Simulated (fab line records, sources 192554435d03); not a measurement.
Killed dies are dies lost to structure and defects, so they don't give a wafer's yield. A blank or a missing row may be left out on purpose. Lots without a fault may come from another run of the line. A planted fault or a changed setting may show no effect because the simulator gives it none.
A struck lot beside a sound one | flow n5_finfet | 40 steps out of a route of 1938
Sound: wafers L894.2, L894.3, L894.6. Struck: wafer L883.5. (L883.3 of the same lot was not struck and is left out.) The cause comes at the end.
At each step with rows: each side's tool, then ch and its chambers, then its first start. Under that, the readings that differ: sound wafers | struck wafers | difference of the means | sigmas: that difference in standard deviations of wafers without a fault.
alike: readings whose means differ by less than 2 such deviations, and words and numbers that are the same on both sides. not compared: withheld readings, readings that some wafer has no value for, bounds like >300 that may hide the same value, and numbers for which the record gives no deviation and whose values overlap.
The two part at a step that has a row with sigmas, a row that says differs or no value, or rows on one side only. Numbers that don't overlap but have no deviation are shown without sigmas and don't part them. A reading that every wafer of one side lacks parts them only if that side has two wafers or more.

first, 9 steps without rows for these wafers: N5_MOL_CONTACT_COAG_SOFTBAKE_79 (time 60 s); N5_MOL_CONTACT_COAG_EXPOSE_81 (exposes mask VG, defocus 0 nm); N5_MOL_CONTACT_COAG_PEB_82 (peb time 60 s); N5_MOL_CONTACT_COAG_DEVELOP_83 (develop time 30 s); N5_MOL_CONTACT_COAG_DESCUM_88 (chemistry O2, time 7 s); N5_MOL_CONTACT_COAG_ETCH_89 (etches underlayer in N2/H2, target depth 13 nm, time 10.4 s); N5_MOL_CONTACT_COAG_ETCH_90 (etches SiARC in CF4, target depth 13 nm, time 21.7 s); N5_MOL_CONTACT_COAG_ALD_131 (deposits SiO2, target thk 5 nm, pulse time 1 s, co reactant pulse time 1 s); N5_MOL_CONTACT_COAG_ETCHBACK_132 (etches SiO2 in CHF3, target depth 10 nm, time 6.7 s).
N5_MOL_CONTACT_COAG_ETCH_91: etches SOC in N2/H2, target depth 60 nm, overetch 21 nm, time 101.2 s.
  sound on rie_diel-01 ch 0,1, day 10 08:13; struck on rie_diel-02 ch 2, day 7 22:04
  reading                                             | sound             | struck | difference | sigmas
  rf_vpp_V (V)                                        | 519.0 522.5 519.7 | 528.3  | +7.9       | +3
  showerhead_plenum_p_Torr (Torr)                     | 2.40 2.52 2.40    | 2.69   | +0.25      | +3
  model.etch.depth_nm (nm)                            | 60.16 59.99 59.99 | 56.4   | -3.6       |
  model.SiARC_of_MOL_CONTACT_COAG_COAT_76.thk_nm (nm) | 5.6 5.8 5.6       | 7      | +1         |
  alike: drypump_motor_current_A, oes_product_au, throttle_valve_pct
  not compared: rf_hours_counter_h
then, 6 steps without rows for these wafers: N5_MOL_CONTACT_COAG_STRIP_92 (strips in N2/H2); N5_MOL_CONTACT_COAG_STRIP_93 (strips in N2/H2); N5_MOL_CONTACT_COAG_ETCHBACK_135 (etches SiO2 in CHF3, target depth 25 nm, time 16.7 s); N5_MOL_CONTACT_COAG_STRIP_118 (strips in CHF3); N5_MOL_CONTACT_COAG_VIA_ETCH_46 (etches SiO2 in C4F6/O2, target depth 46 nm, overetch 9.2 nm, time 40 s); N5_MOL_CONTACT_COAG_STRIP_96 (strips in N2/H2).
N5_MOL_CONTACT_COAG_ETCH_47: etches SiNx in CH3F/O2, stops on W, target depth 27 nm.
  sound on rie_diel-01 ch 0,1, day 10 08:26; struck on rie_diel-02 ch 2, day 7 22:18
  reading                         | sound             | struck | difference | sigmas
  oes_o_777_au (a.u.)             | 0.72 0.68 0.72    | 0.84   | +0.13      | +2
  oes_product_au (a.u.)           | 0.63 0.60 0.63    | 0.33   | -0.29      | -5
  showerhead_plenum_p_Torr (Torr) | 1.89 1.97 1.89    | 2.11   | +0.19      | +3
  throttle_valve_pct (%)          | 16.66 16.54 16.67 | 16.13  | -0.49      | -3
  alike: drypump_motor_current_A, etch_rf_on_time_s, rf_vpp_V
  not compared: rf_hours_counter_h
then, 3 steps without rows for these wafers: N5_MOL_CONTACT_COAG_STRIP_119 (strips in N2/H2, time 30 s); N5_MOL_CONTACT_COAG_PRECLEAN_144 (cleans in alkaline clean, time 60 s); N5_MOL_CONTACT_COAG_SRD_145 (time 30 s).
N5_MOL_CONTACT_COAG_CD_MEAS_137: target cd 16 nm.
  sound on cd_sem-02, day 10 08:40; struck on cd_sem-03, day 7 22:32
  not compared: cd_nm
then, 15 steps without rows for these wafers: N5_MOL_CONTACT_COAG_COAT_62 (time 60 s, resist thk 60 nm); N5_MOL_CONTACT_COAG_COAT_63 (time 60 s, resist thk 10 nm); N5_MOL_CONTACT_COAG_COAT_64 (time 60 s, resist thk 10 nm); N5_MOL_CONTACT_COAG_COAT_34 (resist thk 40 nm); N5_MOL_CONTACT_COAG_EBR_36; N5_MOL_CONTACT_COAG_SOFTBAKE_35 (time 60 s); N5_MOL_CONTACT_COAG_EXPOSE_37 (exposes mask VD, defocus 0 nm); N5_MOL_CONTACT_COAG_PEB_38 (peb time 60 s); N5_MOL_CONTACT_COAG_DEVELOP_39 (develop time 30 s); N5_MOL_CONTACT_COAG_DESCUM_45 (chemistry O2, time 7 s); N5_MOL_CONTACT_COAG_ETCH_65 (etches underlayer in N2/H2, target depth 13 nm, time 10.4 s); N5_MOL_CONTACT_COAG_ETCH_66 (etches SiARC in CF4, target depth 13 nm, time 21.7 s); N5_MOL_CONTACT_COAG_ALD_133 (deposits SiO2, target thk 5 nm, pulse time 1 s, co reactant pulse time 1 s); N5_MOL_CONTACT_COAG_ETCHBACK_134 (etches SiO2 in CHF3, target depth 10 nm, time 6.7 s); N5_MOL_CONTACT_COAG_ETCH_67 (etches SOC in N2/H2, target depth 60 nm, overetch 21 nm, time 101.2 s).
N5_MOL_CONTACT_COAG_ETCH_124: etches SiNx in CH3F/O2, stops on SiOC, target depth 6.5 nm.
  sound on rie_diel-02 ch 0,1,2, day 10 09:50; struck on rie_diel-06 ch 1, day 7 23:44
  reading                     | sound             | struck | difference | sigmas
  drypump_motor_current_A (A) | 5.8 5.6 5.8       | 6.7    | +1.0       | +2
  oes_product_au (a.u.)       | 0.68 0.69 0.71    | 0.32   | -0.37      | -6
  rf_vpp_V (V)                | 292.8 295.8 293.8 | 299.6  | +5.5       | +2
  alike: oes_o_777_au, showerhead_plenum_p_Torr, throttle_valve_pct
  not compared: rf_hours_counter_h
N5_MOL_CONTACT_COAG_ETCH_48: etches SiOC in C4F6/O2, target depth 15 nm, overetch 4.5 nm, time 17 s.
  sound on rie_diel-02 ch 0,1,2, day 10 09:52; struck on rie_diel-06 ch 1, day 7 23:47
  reading                     | sound          | struck | difference | sigmas
  drypump_motor_current_A (A) | 5.8 5.6 5.8    | 6.7    | +1.0       | +2
  oes_product_au (a.u.)       | 0.67 0.66 0.67 | 0.31   | -0.36      | -5
  alike: oes_o_777_au, rf_vpp_V, showerhead_plenum_p_Torr, throttle_valve_pct
  not compared: rf_hours_counter_h
N5_BEOL_M4_RC_MEAS_101:
  the record has rows for the sound wafers here (prober-02 ch 0, day 13 12:47) and none for the struck ones
-- the record jumps here: 7 days lie between the struck wafers' starts before and after (it left off in module BEOL_M4 and takes up again in module PASSIVATION, whose first step shown is number 1936 of the route) --
N5_PASSIVATION_PROBE_49:
  the record has rows for the struck wafers here (prober-01, day 14 15:23) and none for the sound ones

WHERE THEY PART
First at N5_MOL_CONTACT_COAG_ETCH_91; last, within this record, at N5_PASSIVATION_PROBE_49.

WHY: what the simulator had put in
Process parameter drift: rie_diel-02, from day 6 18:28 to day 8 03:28, at N5_MOL_CONTACT_COAG_ETCH_91. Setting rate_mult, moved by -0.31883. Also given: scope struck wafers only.
